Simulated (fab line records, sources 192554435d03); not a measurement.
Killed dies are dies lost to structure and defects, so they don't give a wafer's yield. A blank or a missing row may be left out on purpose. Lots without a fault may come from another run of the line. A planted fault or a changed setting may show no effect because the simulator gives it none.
Chamber matching | flow n5_finfet | N5_GATE_CUT_CMP_23 on cmp-03: 4 sister chambers
The step polishes, stops on SiO2, t overpolish 23.4 s, target thk 16 nm. 8 wafers are shown with their chamber, then 9 later ones without.

WAFERS WITH THEIR CHAMBER
wafer  | chamber | time_to_endpoint_s (s) | motor_current_A (A)
L077.1 | 1       | 20.8                   | 7.4
L077.4 | 3       | 20.3                   | 8.2
L081.4 | 2       | 25.6                   | 8.1
L082.4 | 2       | 25.5                   | 8.8
L082.6 | 3       | 21.5                   | 8.1
L085.2 | 0       | 17.2                   | 9.6
L085.4 | 1       | 21.1                   | 7.7
L085.6 | 0       | 14.8                   | 9.8

WAFERS WITHOUT THEIR CHAMBER
wafer  | time_to_endpoint_s (s) | motor_current_A (A)
L086.1 | 20.4                   | 7.4
L086.2 | 18.5                   | 8.4
L086.3 | 16.1                   | 9.8
L089.1 | 19.3                   | 7.6
L089.4 | 24.8                   | 8.5
L089.6 | 20.0                   | 8.1
L076.2 | 17.5                   | 9.6
L076.3 | 17.9                   | 8.3
L076.5 | 17.9                   | 7.7

WHICH CHAMBER EACH WENT THROUGH
wafer  | from the rows above     | in truth
L086.1 | can't be placed: 1 or 3 | 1
L086.2 | can't be placed: 3 or 1 | 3
L086.3 | 0                       | 0
L089.1 | can't be placed: 1 or 3 | 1
L089.4 | 2                       | 2
L089.6 | can't be placed: 3 or 1 | 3
L076.2 | 0                       | 0
L076.3 | can't be placed: 3 or 1 | 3
L076.5 | can't be placed: 1 or 3 | 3
Placed correctly: 3 of 9. Can't be placed from these rows: 6 (the true chamber is among the candidates in 6). Placed wrongly: 0.
How it was worked out, from the rows above alone: a wafer's distance from a chamber is the root of the sum, over the readings, of the square of ((its reading less the chamber's mean) divided by the reading's scatter). The wafer belongs to the nearest chamber; if the next one is less than 2 further off, it can't be placed. A chamber's mean is the mean of its shown wafers. The scatter: the root of (the sum of the squares of (reading less its chamber's mean) over the shown wafers, divided by (wafers less chambers)).
